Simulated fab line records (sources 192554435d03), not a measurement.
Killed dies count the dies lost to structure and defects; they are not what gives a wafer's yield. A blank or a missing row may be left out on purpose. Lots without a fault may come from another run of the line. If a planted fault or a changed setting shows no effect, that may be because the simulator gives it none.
What tool caused it? + flow n5_finfet + Sampling: 10 lots, 29 wafers, 6 of 1938 route steps

## WHAT THE GAUGES SHOWED, per wafer
N5_ILD0_THK_MEAS_13. Usual: thk_nm 17.2 nm, standard deviation 1.6.
| lot  | measured    | on            | thk_nm (nm)    | flag |
|------|-------------|---------------|----------------|------|
| L841 | day 4 03:44 | film_metro-01 | 17.1 19.7 18.7 |      |
| L844 | day 4 16:44 | film_metro-01 | 16.0 17.2 14.1 |      |
| L850 | day 6 08:55 | film_metro-02 | 16.1 16.6      |      |
| L853 | day 7 02:58 | film_metro-01 | 17.2 20.2 14.1 |      |
| L854 | day 7 06:13 | film_metro-02 | 24.1 23.8 24.0 | OFF  |
| L855 | day 7 14:28 | film_metro-02 | 24.1 24.2 24.0 | OFF  |
| L856 | day 7 16:20 | film_metro-01 | 24.2 23.8 23.8 | OFF  |
| L857 | day 7 23:16 | film_metro-02 | 18.3 14.7 15.8 |      |
| L862 | day 9 06:50 | film_metro-01 | 17.7 16.5 14.2 |      |
| L863 | day 9 11:16 | film_metro-02 | 17.5 19.9 17.0 |      |

N5_SDB_INSPECT_13: inspects for defects (brightfield). Usual: raw_defect_count 92, standard deviation 47.
| lot  | measured    | on                | raw_defect_count | flag |
|------|-------------|-------------------|------------------|------|
| L841 | day 4 04:11 | defect_inspect-02 | 31 32 59         |      |
| L844 | day 4 17:18 | defect_inspect-02 | 178 160 99       |      |
| L850 | day 6 09:29 | defect_inspect-02 | 78 76            |      |
| L853 | day 7 03:32 | defect_inspect-02 | 30 48 50         |      |
| L857 | day 7 23:43 | defect_inspect-01 | 142 104 87       |      |
| L862 | day 9 07:16 | defect_inspect-02 | 67 51 76         |      |
| L863 | day 9 11:50 | defect_inspect-02 | 59 76 88         |      |

N5_BEOL_M4_RC_MEAS_101. Usual: DIBL_N 35.9 mV/V, standard deviation 2.5; DIBL_P 36.0 mV/V, standard deviation 3; IOFF_N 0.16 nA/um, standard deviation 0.047; IOFF_P 0.21 nA/um, standard deviation 0.047; ION_N 671 uA/um, standard deviation 14; ION_P 460 uA/um, standard deviation 8.8; SS_N 71.5 mV/dec, standard deviation 0.73; SS_P 73.2 mV/dec, standard deviation 0.91; VT_N 250 mV, standard deviation 4.3; VT_P -251 mV, standard deviation 3.6.
| lot  | measured     | on        | DIBL_N (mV/V)  | DIBL_P (mV/V)  | IOFF_N (nA/um) | IOFF_P (nA/um) | ION_N (uA/um) | ION_P (uA/um) | SS_N (mV/dec)  | SS_P (mV/dec)  | VT_N (mV)   | VT_P (mV)      | flag |
|------|--------------|-----------|----------------|----------------|----------------|----------------|---------------|---------------|----------------|----------------|-------------|----------------|------|
| L841 | day 7 22:47  | prober-01 | 35.4 32.2 35.9 | 36.4 32.9 37.2 | 0.15 0.11 0.16 | 0.18 0.16 0.20 | 667 653 682   | 451 451 467   | 71.5 70.5 71.4 | 73.3 72.3 73.0 | 253 252 250 | -254 -254 -254 |      |
| L844 | day 8 17:10  | prober-02 | 37.0 35.6 33.9 | 37.4 35.8 33.4 | 0.17 0.15 0.11 | 0.22 0.20 0.16 | 679 682 653   | 462 463 451   | 72.2 72.4 71.4 | 73.4 72.9 72.3 | 250 249 256 | -252 -251 -253 |      |
| L850 | day 10 09:12 | prober-02 | 36.7 30.7      | 38.3 32.0      | 0.19 0.10      | 0.26 0.18      | 684 639       | 480 456       | 71.8 70.1      | 73.1 71.6      | 246 255     | -247 -248      |      |
| L853 | day 11 07:16 | prober-02 | 39.5 32.7 34.8 | 42.5 34.3 35.9 | 0.25 0.12 0.14 | 0.28 0.16 0.18 | 685 655 656   | 468 451 448   | 71.5 70.2 70.5 | 74.9 72.8 73.0 | 242 251 251 | -246 -254 -255 |      |
| L857 | day 12 05:04 | prober-02 | 35.8 39.0 38.1 | 35.2 39.9 39.4 | 0.14 0.22 0.18 | 0.19 0.28 0.26 | 685 693 692   | 470 469 475   | 70.5 71.2 71.8 | 73.0 74.4 74.3 | 248 244 247 | -250 -247 -248 |      |
| L862 | day 13 12:14 | prober-02 | 35.0 34.7 32.9 | 35.1 34.8 32.7 | 0.13 0.15 0.10 | 0.19 0.19 0.16 | 655 681 656   | 452 468 455   | 71.1 71.2 71.0 | 72.8 73.5 72.0 | 255 251 259 | -252 -250 -254 |      |
| L863 | day 13 12:32 | prober-01 | 35.2 39.7 33.6 | 33.5 39.0 33.2 | 0.12 0.20 0.11 | 0.16 0.25 0.16 | 668 673 664   | 458 457 462   | 71.1 73.0 70.8 | 73.0 74.5 72.2 | 254 249 253 | -252 -250 -254 |      |

## WHICH TOOL RAN EACH LOT (tool, then ch and the chambers of the sampled wafers, then the start)
| lot  | N5_ILD0_ALD_15                   | N5_ILD0_CMP_12               | N5_SDB_DESCUM_16                  |
|------|----------------------------------|------------------------------|-----------------------------------|
| L841 | ald_sin-01 ch 0,2,3, day 4 01:14 | cmp-04 ch 0,1,2, day 4 03:27 | rie_diel-03 ch 0,2,3, day 4 04:13 |
| L844 | ald_sin-04 ch 0,3, day 4 14:14   | cmp-03 ch 2,3, day 4 16:29   | rie_diel-06 ch 1,2,3, day 4 17:29 |
| L850 | ald_sin-02 ch 0,1, day 6 06:25   | cmp-04 ch 3, day 6 08:37     | rie_diel-03 ch 1,3, day 6 09:31   |
| L853 | ald_sin-02 ch 0,1,2, day 7 00:28 | cmp-02 ch 0,1,3, day 7 02:41 | rie_diel-03 ch 1,2,3, day 7 03:34 |
| L854 | ald_sin-02 ch 1,2,3, day 7 03:43 | cmp-02 ch 2,3, day 7 05:58   | -                                 |
| L855 | ald_sin-01 ch 0,1,3, day 7 11:58 | cmp-02 ch 1,2, day 7 14:10   | -                                 |
| L856 | ald_sin-02 ch 0,1, day 7 13:50   | cmp-03 ch 0,2, day 7 16:04   | -                                 |
| L857 | ald_sin-02 ch 0,2,3, day 7 20:47 | cmp-03 ch 0,2,3, day 7 22:59 | rie_diel-03 ch 0,1,2, day 7 23:45 |
| L862 | ald_sin-04 ch 0,1,3, day 9 04:20 | cmp-03 ch 1,2,3, day 9 06:37 | rie_diel-02 ch 0,2,3, day 9 07:19 |
| L863 | ald_sin-02 ch 0,3, day 9 08:46   | cmp-04 ch 0,1,2, day 9 11:02 | rie_diel-03 ch 2,3, day 9 12:11   |
- N5_ILD0_ALD_15: deposits SiNx, target thk 24 nm, pulse time 1 s, ald cycles 480.
- N5_ILD0_CMP_12: polishes SiNx, stops on poly-Si, t overpolish 6 s, target thk 17.67 nm.
- N5_SDB_DESCUM_16: chemistry O2, time 7.9 s.

## WHAT THE TOOLS THEMSELVES READ (means of the sampled wafers that have a number; where no wafer has one, the mark that the record gives instead)
N5_ILD0_ALD_15. Usual: heater_power_w 839 W, standard deviation 120; precursor_pulse_height_rel 1.001, standard deviation 0.021.
| lot  | tool       | heater_power_w (W) | precursor_pulse_height_rel | flag |
|------|------------|--------------------|----------------------------|------|
| L841 | ald_sin-01 | 752                | 1.001                      |      |
| L844 | ald_sin-04 | 791                | 1.019                      |      |
| L850 | ald_sin-02 | 802                | 0.998                      |      |
| L853 | ald_sin-02 | 823                | 0.989                      |      |
| L854 | ald_sin-02 | 921                | 1.007                      |      |
| L855 | ald_sin-01 | 753                | 1.008                      |      |
| L856 | ald_sin-02 | 776                | 0.996                      |      |
| L857 | ald_sin-02 | 966                | 1.014                      |      |
| L862 | ald_sin-04 | 809                | 0.997                      |      |
| L863 | ald_sin-02 | 1033               | 0.998                      |      |

N5_ILD0_CMP_12. Usual: edge_zone_pressure_frac 1.000, standard deviation 0.0052; head_pressure_psi 2.500 psi, standard deviation 0.0051; motor_current_A 9.0 A, standard deviation 0.96; overpolish_run_s 6.001 s, standard deviation 0.0088; platen_rpm 51.80 rpm, standard deviation 0.032; slurry_filter_dp_kPa 13.49 kPa, standard deviation 0.14; time_to_endpoint_s 28 s, standard deviation 3.5.
| lot  | tool   | edge_zone_pressure_frac | head_pressure_psi (psi) | motor_current_A (A) | overpolish_run_s (s) | platen_rpm (rpm) | slurry_filter_dp_kPa (kPa) | time_to_endpoint_s (s) | flag |
|------|--------|-------------------------|-------------------------|---------------------|----------------------|------------------|----------------------------|------------------------|------|
| L841 | cmp-04 | 0.999                   | 2.499                   | 9.2                 | 6.001                | 51.75            | 13.54                      | 29                     |      |
| L844 | cmp-03 | 0.998                   | 2.505                   | 10.1                | 6.003                | 51.77            | 13.44                      | 29                     |      |
| L850 | cmp-04 | 1.004                   | 2.510                   | 8.8                 | 5.990                | 51.83            | 13.29                      | 29                     |      |
| L853 | cmp-02 | 0.995                   | 2.504                   | 8.7                 | 5.988                | 51.82            | 13.61                      | 29                     |      |
| L854 | cmp-02 | -                       | -                       | -                   | -                    | -                | -                          | -                      | OFF  |
| L855 | cmp-02 | -                       | -                       | -                   | -                    | -                | -                          | -                      | OFF  |
| L856 | cmp-03 | -                       | -                       | -                   | -                    | -                | -                          | -                      | OFF  |
| L857 | cmp-03 | 0.998                   | 2.500                   | 9.3                 | 6.001                | 51.82            | 13.47                      | 26                     |      |
| L862 | cmp-03 | 0.992                   | 2.500                   | 9.1                 | 6.006                | 51.81            | 13.51                      | 29                     |      |
| L863 | cmp-04 | 1.002                   | 2.502                   | 9.2                 | 5.995                | 51.83            | 13.49                      | 28                     |      |

N5_SDB_DESCUM_16. Usual: drypump_motor_current_A 5.58 A, standard deviation 0.3; oes_product_au 0.80 a.u., standard deviation 0.091; rf_vpp_V 243.0 V, standard deviation 1.2; showerhead_plenum_p_Torr 2.07 Torr, standard deviation 0.056; throttle_valve_pct 20.37 %, standard deviation 0.23.
| lot  | tool        | drypump_motor_current_A (A) | oes_product_au (a.u.) | rf_vpp_V (V) | showerhead_plenum_p_Torr (Torr) | throttle_valve_pct (%) | flag |
|------|-------------|-----------------------------|-----------------------|--------------|---------------------------------|------------------------|------|
| L841 | rie_diel-03 | 5.57                        | 0.82                  | 243.1        | 2.12                            | 20.13                  |      |
| L844 | rie_diel-06 | 5.62                        | 0.86                  | 242.6        | 2.09                            | 20.38                  |      |
| L850 | rie_diel-03 | 5.58                        | 0.79                  | 242.2        | 2.05                            | 20.27                  |      |
| L853 | rie_diel-03 | 5.62                        | 0.83                  | 243.6        | 2.07                            | 20.23                  |      |
| L857 | rie_diel-03 | 5.35                        | 0.80                  | 243.4        | 2.11                            | 20.33                  |      |
| L862 | rie_diel-02 | 5.71                        | 0.78                  | 242.0        | 2.02                            | 20.48                  |      |
| L863 | rie_diel-03 | 5.85                        | 0.79                  | 242.9        | 2.06                            | 20.13                  |      |

## THE ANSWER, worked out from the rows above alone
Rule: a lot counts as off when the mean over its wafers that have a number is more than 3 standard deviations away from the usual mean. A lot without any number at a reading at which 4 lots or more have one is off too. The other lots that the step has rows for count as sound. First the gauges in route order, then the tools' own readings, where a lot's mean is used as printed above. The first step at which some lot is off is used, and at that step the reading that is off furthest; a lot without a number counts as furthest.
Off at N5_ILD0_THK_MEAS_13 (thk_nm): L854, L855, L856.
A tool fits if, at a process step before that reading, it ran every lot that is off, and no sound lot after the first of them. Not tried: the gauges at N5_ILD0_THK_MEAS_13; whatever is off there is also off at N5_ILD0_CMP_12, on other tools, and gauge error can't account for it. Not one of the candidates tried fits.

## WHAT THE SIMULATOR HAD INSERTED
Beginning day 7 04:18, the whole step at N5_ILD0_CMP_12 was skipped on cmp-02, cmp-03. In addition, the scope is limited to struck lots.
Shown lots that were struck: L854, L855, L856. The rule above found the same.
